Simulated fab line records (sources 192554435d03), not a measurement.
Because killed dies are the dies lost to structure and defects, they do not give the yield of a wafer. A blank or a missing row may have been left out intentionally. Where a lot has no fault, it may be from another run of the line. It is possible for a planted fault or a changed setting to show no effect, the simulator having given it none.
Matching of chambers + flow n5Finfet + N5_BEOL_M1_ETCH_69 on rieDiel-02 has 4 sister chambers
The step etches SiARC in CF4, target depth 15.6 nm, time 26 s. 8 wafers are shown with their chamber, then 7 later ones without.

EACH WAFER AND ITS CHAMBER
| wafer  | chamber | showerheadPlenumPTorr (Torr) | throttleValvePct (%) |
|--------|---------|------------------------------|----------------------|
| L080.2 | 1       | 2.13                         | 15.66                |
| L082.2 | 3       | 2.13                         | 15.95                |
| L082.3 | 1       | 2.13                         | 15.65                |
| L084.1 | 2       | 2.22                         | 15.45                |
| L084.4 | 0       | 2.07                         | 15.39                |
| L084.5 | 0       | 2.07                         | 15.40                |
| L093.2 | 2       | 2.22                         | 15.47                |
| L093.3 | 3       | 2.12                         | 16.00                |

WAFERS WITHOUT THEIR CHAMBER
| wafer  | showerheadPlenumPTorr (Torr) | throttleValvePct (%) |
|--------|------------------------------|----------------------|
| L093.6 | 2.06                         | 15.44                |
| L094.1 | 2.21                         | 15.50                |
| L094.4 | 2.21                         | 15.46                |
| L094.5 | 2.12                         | 15.70                |
| L095.1 | 2.06                         | 15.43                |
| L095.3 | 2.21                         | 15.47                |
| L095.5 | 2.06                         | 15.43                |

THE CHAMBER EACH PASSED THROUGH
| wafer  | from the rows above | in truth |
|--------|---------------------|----------|
| L093.6 | 0                   | 0        |
| L094.1 | 2                   | 2        |
| L094.4 | 2                   | 2        |
| L094.5 | 1                   | 1        |
| L095.1 | 0                   | 0        |
| L095.3 | 2                   | 2        |
| L095.5 | 0                   | 0        |
7 of 7 placed correctly. Not placeable from these rows: 0. Wrongly placed: 0.
How it was worked out, from the rows above alone: a wafer's distance from a chamber is the root of the sum, over the readings, of the square of ((its reading less the chamber's mean) divided by the reading's scatter). The wafer belongs to the nearest chamber; if the next one is less than 2 further off, it can't be placed. For every chamber, the mean is computed from those of its wafers that are shown. The scatter: take each reading less its chamber's mean, square it, sum over the shown wafers, divide by the number of wafers less the number of chambers, and take the root.
